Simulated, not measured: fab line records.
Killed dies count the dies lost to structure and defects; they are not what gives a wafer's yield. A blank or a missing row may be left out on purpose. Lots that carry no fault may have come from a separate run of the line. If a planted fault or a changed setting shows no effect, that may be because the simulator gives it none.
Which of the tools did it? | flow nand-harc | 23 lots, 69 wafers sampled, at 6 steps of a route of 1159

WHAT EACH GAUGE READ, for each wafer
The record lacks any reading of a measuring or inspecting step that a usual standard deviation could be used to judge.

WHAT TOOL EACH LOT RAN ON (gives the tool, then ch and the chambers of the sampled wafers, and finally the start)
lot  | NHARC_A_CHANNEL_HOLE_D1_ETCH_22  | NHARC_A_STAIRCASE_ETCH_170                    | NHARC_A_STAIRCASE_TRIM_12          | NHARC_A_STAIRCASE_ETCH_17                     | NHARC_A_STAIRCASE_ETCH_192                    | NHARC_A_STAIRCASE_TRIM_222
L074 | har-etch-02 ch 0,1, day 8 07:01  | rie-diel-10 ch 1,2, day 10 15:30 or earlier   | rie-diel-06 ch 0,1, day 10 15:30   | rie-diel-06 ch 2,3, no start                  | rie-diel-02 ch 0,1,3, no start                | rie-diel-10 ch 1,2,3, no start
L077 | har-etch-02 ch 0,1, day 9 02:28  | rie-diel-10 ch 1,2,3, day 11 11:25 or earlier | rie-diel-02 ch 0,1,3, day 11 11:25 | rie-diel-02 ch 0,2,3, no start                | rie-diel-02 ch 0,2,3, no start                | rie-diel-10 ch 0,3, no start
L076 | har-etch-01 ch 0,1, day 9 02:58  | rie-diel-10 ch 2,3, day 11 11:55 or earlier   | rie-diel-06 ch 0,1,3, day 11 11:55 | rie-diel-06 ch 0,3, no start                  | rie-diel-06 ch 0,1,2, no start                | rie-diel-02 ch 0,2,3, no start
L078 | har-etch-02 ch 0,1, day 9 06:50  | rie-diel-10 ch 0,3, day 11 19:11 or earlier   | rie-diel-10 ch 0,1,3, day 11 19:11 | rie-diel-10 ch 0,1,3, no start                | rie-diel-06 ch 0,1,3, no start                | rie-diel-02 ch 0,1,2, no start
L075 | har-etch-01 ch 0,1, day 9 07:02  | rie-diel-02 ch 1,2,3, day 11 18:14 or earlier | rie-diel-06 ch 0,2,3, day 11 18:14 | rie-diel-06 ch 1,2, no start                  | rie-diel-06 ch 1,2, no start                  | rie-diel-02 ch 1,2,3, no start
L079 | har-etch-02 ch 0,1, day 9 17:06  | rie-diel-10 ch 0,1,3, day 12 01:05 or earlier | rie-diel-06 ch 0,2, day 12 01:05   | rie-diel-06 ch 0,1,3, no start                | rie-diel-06 ch 1,2, no start                  | rie-diel-10 ch 0,1, no start
L081 | har-etch-01 ch 0,1, day 9 17:33  | rie-diel-02 ch 1,2,3, day 12 00:52 or earlier | rie-diel-02 ch 0,2,3, day 12 00:52 | rie-diel-02 ch 1,2,3, no start                | rie-diel-06 ch 0,1,2, no start                | rie-diel-02 ch 0,1,3, no start
L082 | har-etch-02 ch 0,1, day 10 09:25 | rie-diel-06 ch 0,1,3, day 12 23:08 or earlier | rie-diel-10 ch 2,3, day 12 23:08   | rie-diel-10 ch 0,3, no start                  | rie-diel-10 ch 1,2, no start                  | rie-diel-02 ch 2,3, no start
L084 | har-etch-01 ch 0,1, day 10 16:52 | rie-diel-02 ch 1,2,3, day 13 05:15 or earlier | rie-diel-10 ch 0,2,3, day 13 05:15 | rie-diel-10 ch 0,2,3, no start                | rie-diel-10 ch 1,2,3, no start                | rie-diel-02 ch 0,1,2, no start
L083 | har-etch-02 ch 0,1, day 10 17:12 | rie-diel-10 ch 1,2, day 13 08:58 or earlier   | rie-diel-06 ch 0,1,3, day 13 08:58 | rie-diel-06 ch 0,1,3, no start                | rie-diel-10 ch 2,3, no start                  | rie-diel-06 ch 1,2,3, no start
L085 | har-etch-02 ch 0, day 11 07:22   | rie-diel-02 ch 0,2,3, day 13 17:49 or earlier | rie-diel-10 ch 2,3, day 13 17:49   | rie-diel-10 ch 0,1,3, no start                | rie-diel-10 ch 0,2,3, no start                | rie-diel-02 ch 0,1,2, no start
L088 | har-etch-01 ch 0,1, day 11 16:30 | rie-diel-02 ch 0,1,2, day 14 09:22 or earlier | rie-diel-02 ch 1,2, day 14 09:22   | rie-diel-02 ch 0,3, no start                  | rie-diel-02 ch 0,1,3, no start                | rie-diel-06 ch 0,1,3, no start
L087 | har-etch-02 ch 0,1, day 11 16:34 | rie-diel-06 ch 0,1,3, day 14 04:44 or earlier | rie-diel-02 ch 0,3, day 14 04:44   | rie-diel-02 ch 1,2,3, no start                | rie-diel-10 ch 1,2, no start                  | rie-diel-02 ch 0,1, no start
L086 | har-etch-01 ch 0,1, day 11 20:40 | rie-diel-02 ch 1,3, day 14 09:54 or earlier   | rie-diel-02 ch 0,1,2, day 14 09:54 | rie-diel-02 ch 0,1,3, no start                | rie-diel-06 ch 0,3, no start                  | rie-diel-10 ch 0,3, no start
L089 | har-etch-02 ch 0,1, day 11 23:14 | rie-diel-06 ch 2,3, day 14 04:52 or earlier   | rie-diel-10 ch 0,3, day 14 04:52   | rie-diel-10 ch 0,1,3, no start                | rie-diel-06 ch 0,1,2, no start                | rie-diel-10 ch 1,2,3, no start
L090 | har-etch-01 ch 0,1, day 12 00:55 | rie-diel-10 ch 2,3, day 14 04:26 or earlier   | rie-diel-10 ch 1,2, day 14 04:26   | rie-diel-10 ch 0,1,2, no start                | rie-diel-06 ch 0,2,3, no start                | rie-diel-10 ch 0,1, no start
L091 | har-etch-02 ch 0,1, day 12 08:55 | rie-diel-10 ch 1,2,3, day 14 19:27 or earlier | rie-diel-06 ch 0,1,3, day 14 19:27 | rie-diel-06 ch 0,2,3, no start                | rie-diel-06 ch 0,1,2, no start                | rie-diel-06 ch 0,1,2, no start
L092 | har-etch-01 ch 0,1, day 12 17:28 | rie-diel-10 ch 0,2, day 15 01:41 or earlier   | rie-diel-10 ch 0,1,3, day 15 01:41 | rie-diel-10 ch 0,1, no start                  | rie-diel-10 ch 1,2,3, no start                | rie-diel-02 ch 2,3, no start
L093 | har-etch-02 ch 0,1, day 12 21:37 | rie-diel-02 ch 0,1,3, day 15 09:18 or earlier | rie-diel-06 ch 1,2,3, day 15 09:18 | rie-diel-06 ch 0,1,3, day 15 17:33 or earlier | rie-diel-02 ch 1,2,3, day 15 17:33 or earlier | rie-diel-02 ch 0,2,3, day 15 17:33
L094 | har-etch-01 ch 0,1, day 13 12:28 | rie-diel-02 ch 0,2,3, day 15 21:43 or earlier | rie-diel-06 ch 0,1,2, day 15 21:43 | rie-diel-06 ch 0,1,3, no start                | rie-diel-02 ch 0,2,3, no start                | rie-diel-02 ch 0,1,2, no start
L096 | har-etch-02 ch 0,1, day 13 13:43 | rie-diel-02 ch 0,1,2, day 15 21:49 or earlier | rie-diel-06 ch 0,1,2, day 15 21:49 | rie-diel-06 ch 0,2,3, no start                | rie-diel-06 ch 0,1,2, no start                | rie-diel-02 ch 0,1,2, no start
L095 | har-etch-01 ch 0,1, day 13 16:47 | rie-diel-06 ch 0,1,2, day 16 01:09 or earlier | rie-diel-06 ch 0,1, day 16 01:09   | rie-diel-06 ch 0,2,3, no start                | rie-diel-02 ch 0,1,2, no start                | rie-diel-02 ch 0,1, no start
L097 | har-etch-02 ch 0,1, day 14 10:39 | rie-diel-02 ch 0,2,3, day 16 21:35 or earlier | rie-diel-10 ch 0,1,3, day 16 21:35 | rie-diel-10 ch 0,2,3, no start                | rie-diel-02 ch 1,2,3, no start                | rie-diel-06 ch 1,2,3, no start
- NHARC_A_CHANNEL_HOLE_D1_ETCH_22: etches the open film in C4F8/O2/Ar, time 666.7 s, target depth 1600 nm.
- NHARC_A_STAIRCASE_ETCH_170: etches the open film in C4F6/O2, target depth 200 nm, time 66.667 s.
- NHARC_A_STAIRCASE_TRIM_12: chemistry O2, time 211.2 s.
- NHARC_A_STAIRCASE_ETCH_17: etches the open film in C4F8/O2, target depth 100 nm, time 40.5 s.
- NHARC_A_STAIRCASE_ETCH_192: etches the open film in C4F8/O2, target depth 100 nm, time 40.5 s.
- NHARC_A_STAIRCASE_TRIM_222: chemistry O2, time 211.2 s.

AS READ BY THE TOOLS THEMSELVES (means over the sampled wafers that have a number; for cases with no such wafer, the mark the record gives instead)
NHARC_A_CHANNEL_HOLE_D1_ETCH_22. Usual: drypump-motor-current-A 5.4 A, standard deviation 0.42; showerhead-plenum-p-Torr 3.64 Torr, standard deviation 0.1; throttle-valve-pct 32.154 %, standard deviation 0.0093.
lot  | tool        | drypump-motor-current-A (A) | showerhead-plenum-p-Torr (Torr) | throttle-valve-pct (%) | flag
L074 | har-etch-02 | 5.5                         | 3.63                            | 32.158                 |
L077 | har-etch-02 | 5.7                         | 3.72                            | 32.148                 |
L076 | har-etch-01 | 5.1                         | 3.64                            | 32.159                 |
L078 | har-etch-02 | 5.7                         | 3.71                            | 32.160                 |
L075 | har-etch-01 | 5.4                         | 3.62                            | 32.152                 |
L079 | har-etch-02 | 5.7                         | 3.71                            | 32.161                 |
L081 | har-etch-01 | 5.0                         | 3.64                            | 32.159                 |
L082 | har-etch-02 | 5.5                         | 3.62                            | 32.149                 |
L084 | har-etch-01 | 5.4                         | 3.61                            | 32.157                 |
L083 | har-etch-02 | 5.7                         | 3.70                            | 32.145                 |
L085 | har-etch-02 | 5.9                         | 3.78                            | 32.154                 |
L088 | har-etch-01 | 5.0                         | 3.63                            | 32.151                 |
L087 | har-etch-02 | 5.7                         | 3.70                            | 32.155                 |
L086 | har-etch-01 | 5.3                         | 3.61                            | 32.164                 |
L089 | har-etch-02 | 5.7                         | 3.69                            | 32.161                 |
L090 | har-etch-01 | 5.4                         | 3.61                            | 32.155                 |
L091 | har-etch-02 | 5.7                         | 3.69                            | 32.152                 |
L092 | har-etch-01 | 5.1                         | 3.62                            | 32.155                 |
L093 | har-etch-02 | 5.7                         | 3.69                            | 32.150                 |
L094 | har-etch-01 | 5.4                         | 3.60                            | 32.156                 |
L096 | har-etch-02 | 5.5                         | 3.60                            | 32.161                 |
L095 | har-etch-01 | 5.0                         | 3.62                            | 32.146                 |
L097 | har-etch-02 | 5.7                         | 3.68                            | 32.160                 |

NHARC_A_STAIRCASE_ETCH_170. Usual: drypump-motor-current-A 5.9 A, standard deviation 0.4; oes-product-au 0.974 a.u., standard deviation 0.015; rf-vpp-V 547 V, standard deviation 3.8; showerhead-plenum-p-Torr 3.95 Torr, standard deviation 0.18; throttle-valve-pct 26.903 %, standard deviation 0.008.
lot  | tool        | drypump-motor-current-A (A) | oes-product-au (a.u.) | rf-vpp-V (V) | showerhead-plenum-p-Torr (Torr) | throttle-valve-pct (%) | flag
L074 | rie-diel-10 | 5.9                         | 0.977                 | 552          | 4.16                            | 26.911                 |
L077 | rie-diel-10 | 6.0                         | 0.991                 | 548          | 3.97                            | 26.901                 |
L076 | rie-diel-10 | 6.1                         | 0.979                 | 543          | 3.79                            | 26.905                 |
L078 | rie-diel-10 | 6.1                         | 0.980                 | 547          | 3.97                            | 26.893                 |
L075 | rie-diel-02 | 5.6                         | 0.978                 | 546          | 3.89                            | 26.904                 |
L079 | rie-diel-10 | 6.0                         | 0.980                 | 548          | 4.00                            | 26.900                 |
L081 | rie-diel-02 | 5.7                         | 0.955                 | 545          | 3.88                            | 26.910                 |
L082 | rie-diel-06 | 6.2                         | 0.980                 | 549          | 4.06                            | 26.902                 |
L084 | rie-diel-02 | 5.7                         | 0.950                 | 546          | 3.88                            | 26.908                 |
L083 | rie-diel-10 | 6.2                         | 0.948                 | 550          | 4.09                            | 26.900                 |
L085 | rie-diel-02 | 5.9                         | 0.968                 | 546          | 3.86                            | 26.903                 |
L088 | rie-diel-02 | 5.6                         | 0.987                 | 544          | 3.80                            | 26.908                 |
L087 | rie-diel-06 | 6.2                         | 0.991                 | 549          | 4.06                            | 26.909                 |
L086 | rie-diel-02 | 6.1                         | 0.977                 | 547          | 3.90                            | 26.908                 |
L089 | rie-diel-06 | 5.7                         | 0.973                 | 548          | 4.02                            | 26.904                 |
L090 | rie-diel-10 | 6.2                         | 0.970                 | 546          | 3.90                            | 26.905                 |
L091 | rie-diel-10 | 6.0                         | 0.973                 | 547          | 3.95                            | 26.904                 |
L092 | rie-diel-10 | 6.3                         | 0.971                 | 549          | 4.06                            | 26.903                 |
L093 | rie-diel-02 | 6.0                         | 0.982                 | 545          | 3.83                            | 26.896                 |
L094 | rie-diel-02 | 5.9                         | 0.976                 | 546          | 3.85                            | 26.912                 |
L096 | rie-diel-02 | 5.5                         | 0.956                 | 544          | 3.80                            | 26.905                 |
L095 | rie-diel-06 | 6.0                         | 0.989                 | 548          | 4.01                            | 26.903                 |
L097 | rie-diel-02 | 5.9                         | 0.961                 | 546          | 3.84                            | 26.896                 |

NHARC_A_STAIRCASE_TRIM_12. Usual: drypump-motor-current-A 6.0 A, standard deviation 0.38; oes-product-au 1.000 a.u., standard deviation 0.011; rf-vpp-V 57.9 V, standard deviation 0.88; showerhead-plenum-p-Torr 3.57 Torr, standard deviation 0.16; throttle-valve-pct 17.036 %, standard deviation 0.0085.
lot  | tool        | drypump-motor-current-A (A) | oes-product-au (a.u.) | rf-vpp-V (V) | showerhead-plenum-p-Torr (Torr) | throttle-valve-pct (%) | flag
L074 | rie-diel-06 | 6.2                         | 0.989                 | 57.3         | 3.35                            | 17.038                 |
L077 | rie-diel-02 | 5.9                         | 0.998                 | 57.6         | 3.46                            | 17.042                 |
L076 | rie-diel-06 | 6.2                         | 1.004                 | 57.6         | 3.66                            | 17.040                 |
L078 | rie-diel-10 | 6.0                         | 1.009                 | 58.4         | 3.60                            | 17.033                 |
L075 | rie-diel-06 | 6.0                         | 1.006                 | 57.8         | 3.59                            | 17.028                 |
L079 | rie-diel-06 | 5.8                         | 1.002                 | 57.8         | 3.56                            | 17.037                 |
L081 | rie-diel-02 | 5.9                         | 0.997                 | 57.1         | 3.47                            | 17.036                 |
L082 | rie-diel-10 | 6.1                         | 1.004                 | 56.9         | 3.39                            | 17.043                 |
L084 | rie-diel-10 | 6.2                         | 1.003                 | 58.2         | 3.54                            | 17.039                 |
L083 | rie-diel-06 | 6.1                         | 0.999                 | 58.4         | 3.65                            | 17.042                 |
L085 | rie-diel-10 | 6.1                         | 0.997                 | 57.5         | 3.39                            | 17.030                 |
L088 | rie-diel-02 | 5.3                         | 0.992                 | 57.3         | 3.44                            | 17.042                 |
L087 | rie-diel-02 | 6.2                         | 0.991                 | 57.5         | 3.43                            | 17.033                 |
L086 | rie-diel-02 | 5.6                         | 1.001                 | 57.5         | 3.42                            | 17.034                 |
L089 | rie-diel-10 | 6.1                         | 1.001                 | 57.9         | 3.56                            | 17.041                 |
L090 | rie-diel-10 | 5.9                         | 0.993                 | 58.5         | 3.73                            | 17.040                 |
L091 | rie-diel-06 | 6.2                         | 1.009                 | 58.6         | 3.64                            | 17.032                 |
L092 | rie-diel-10 | 5.9                         | 0.999                 | 57.4         | 3.58                            | 17.036                 |
L093 | rie-diel-06 | 5.8                         | 1.015                 | 57.8         | 3.68                            | 17.035                 |
L094 | rie-diel-06 | 6.0                         | 1.004                 | 58.0         | 3.61                            | 17.032                 |
L096 | rie-diel-06 | 6.0                         | 0.995                 | 57.1         | 3.61                            | 17.044                 |
L095 | rie-diel-06 | 6.3                         | 1.003                 | 58.1         | 3.57                            | 17.037                 |
L097 | rie-diel-10 | 6.0                         | 0.996                 | 58.2         | 3.76                            | 17.027                 |

NHARC_A_STAIRCASE_ETCH_17. Usual: oes-product-au 0.940 a.u., standard deviation 0.014; rf-vpp-V 898 V, standard deviation 5.7.
lot  | tool        | oes-product-au (a.u.) | rf-vpp-V (V) | flag
L074 | rie-diel-06 | 0.949                 | 901          |
L077 | rie-diel-02 | 0.951                 | 894          |
L076 | rie-diel-06 | 0.933                 | 897          |
L078 | rie-diel-10 | 0.941                 | 897          |
L075 | rie-diel-06 | 0.959                 | 904          |
L079 | rie-diel-06 | 0.943                 | 901          |
L081 | rie-diel-02 | 0.926                 | 895          |
L082 | rie-diel-10 | 0.937                 | 892          |
L084 | rie-diel-10 | 0.932                 | 895          |
L083 | rie-diel-06 | 0.951                 | 901          |
L085 | rie-diel-10 | 0.951                 | 898          |
L088 | rie-diel-02 | 0.930                 | 895          |
L087 | rie-diel-02 | 0.922                 | 895          |
L086 | rie-diel-02 | 0.922                 | 892          |
L089 | rie-diel-10 | 0.938                 | 899          |
L090 | rie-diel-10 | 0.928                 | 902          |
L091 | rie-diel-06 | 0.951                 | 898          |
L092 | rie-diel-10 | 0.939                 | 904          |
L093 | rie-diel-06 | 0.946                 | 899          |
L094 | rie-diel-06 | 0.947                 | 900          |
L096 | rie-diel-06 | 0.946                 | 898          |
L095 | rie-diel-06 | 0.949                 | 897          |
L097 | rie-diel-10 | 0.939                 | 902          |

NHARC_A_STAIRCASE_ETCH_192. Usual: oes-product-au 0.942 a.u., standard deviation 0.011; rf-vpp-V 897 V, standard deviation 5.7.
lot  | tool        | oes-product-au (a.u.) | rf-vpp-V (V) | flag
L074 | rie-diel-02 | 0.932                 | 894          |
L077 | rie-diel-02 | 0.944                 | 894          |
L076 | rie-diel-06 | 0.940                 | 899          |
L078 | rie-diel-06 | 0.944                 | 900          |
L075 | rie-diel-06 | 0.957                 | 901          |
L079 | rie-diel-06 | 0.939                 | 901          |
L081 | rie-diel-06 | 0.948                 | 898          |
L082 | rie-diel-10 | 0.941                 | 903          |
L084 | rie-diel-10 | 0.947                 | 898          |
L083 | rie-diel-10 | 0.945                 | 891          |
L085 | rie-diel-10 | 0.948                 | 896          |
L088 | rie-diel-02 | 0.936                 | 893          |
L087 | rie-diel-10 | 0.944                 | 904          |
L086 | rie-diel-06 | 0.940                 | 898          |
L089 | rie-diel-06 | 0.933                 | 900          |
L090 | rie-diel-06 | 0.939                 | 898          |
L091 | rie-diel-06 | 0.934                 | 899          |
L092 | rie-diel-10 | 0.949                 | 896          |
L093 | rie-diel-02 | 0.947                 | 895          |
L094 | rie-diel-02 | 0.925                 | 894          |
L096 | rie-diel-06 | 0.937                 | 898          |
L095 | rie-diel-02 | 0.934                 | 892          |
L097 | rie-diel-02 | 0.944                 | 894          |

NHARC_A_STAIRCASE_TRIM_222. Usual: drypump-motor-current-A 5.9 A, standard deviation 0.41; oes-product-au 0.999 a.u., standard deviation 0.0095; rf-vpp-V 57.8 V, standard deviation 0.89; showerhead-plenum-p-Torr 3.52 Torr, standard deviation 0.15; throttle-valve-pct 17.036 %, standard deviation 0.0095.
lot  | tool        | drypump-motor-current-A (A) | oes-product-au (a.u.) | rf-vpp-V (V) | showerhead-plenum-p-Torr (Torr) | throttle-valve-pct (%) | flag
L074 | rie-diel-10 | 6.0                         | 0.997                 | 57.5         | 3.57                            | 17.054                 |
L077 | rie-diel-10 | 6.1                         | 1.006                 | 57.9         | 3.57                            | 17.029                 |
L076 | rie-diel-02 | 5.9                         | 0.999                 | 58.6         | 3.47                            | 17.035                 |
L078 | rie-diel-02 | 5.6                         | 1.003                 | 57.4         | 3.43                            | 17.043                 |
L075 | rie-diel-02 | 5.7                         | 1.001                 | 57.6         | 3.49                            | 17.040                 |
L079 | rie-diel-10 | 5.9                         | 1.000                 | 57.1         | 3.76                            | 17.035                 |
L081 | rie-diel-02 | 5.9                         | 1.000                 | 58.3         | 3.46                            | 17.035                 |
L082 | rie-diel-02 | 6.0                         | 1.002                 | 57.5         | 3.53                            | 17.036                 |
L084 | rie-diel-02 | 5.6                         | 0.993                 | 57.7         | 3.42                            | 17.034                 |
L083 | rie-diel-06 | 5.8                         | 1.017                 | 57.7         | 3.69                            | 17.032                 |
L085 | rie-diel-02 | 5.6                         | 0.995                 | 57.1         | 3.42                            | 17.036                 |
L088 | rie-diel-06 | 6.2                         | 1.000                 | 57.7         | 3.64                            | 17.043                 |
L087 | rie-diel-02 | 5.9                         | 0.997                 | 57.7         | 3.38                            | 17.032                 |
L086 | rie-diel-10 | 6.0                         | 0.996                 | 57.8         | 3.41                            | 17.039                 |
L089 | rie-diel-10 | 6.0                         | 0.993                 | 59.0         | 3.55                            | 17.039                 |
L090 | rie-diel-10 | 5.9                         | 0.997                 | 58.6         | 3.75                            | 17.037                 |
L091 | rie-diel-06 | 6.0                         | 1.001                 | 58.7         | 3.61                            | 17.035                 |
L092 | rie-diel-02 | 6.0                         | 0.997                 | 57.8         | 3.52                            | 17.030                 |
L093 | rie-diel-02 | 5.9                         | 0.989                 | 58.1         | 3.46                            | 17.033                 |
L094 | rie-diel-02 | 5.6                         | 0.996                 | 57.0         | 3.41                            | 17.044                 |
L096 | rie-diel-02 | 5.6                         | 0.996                 | 57.1         | 3.41                            | 17.046                 |
L095 | rie-diel-02 | 5.6                         | 0.995                 | 57.8         | 3.39                            | 17.029                 |
L097 | rie-diel-06 | 5.8                         | 1.009                 | 58.7         | 3.67                            | 17.043                 |

THE ANSWER, worked out from the rows above alone
Rule: take the mean of a lot's wafers that have a number; if it is more than 3 standard deviations from the usual mean, the lot is off. A lot without any number at a reading at which 4 lots or more have one is off too. Where the step has rows for the other lots, those lots are counted as sound. Order of review: gauges by route order, followed by the tools' own readings, for which a lot's mean as printed above is used. The first step at which some lot is off is used, and at that step the reading that is off furthest; a lot without a number counts as furthest.
Across all readings shown, no lot is off: no conclusion can be drawn from this.

WHAT THE SIMULATOR HAD INSERTED
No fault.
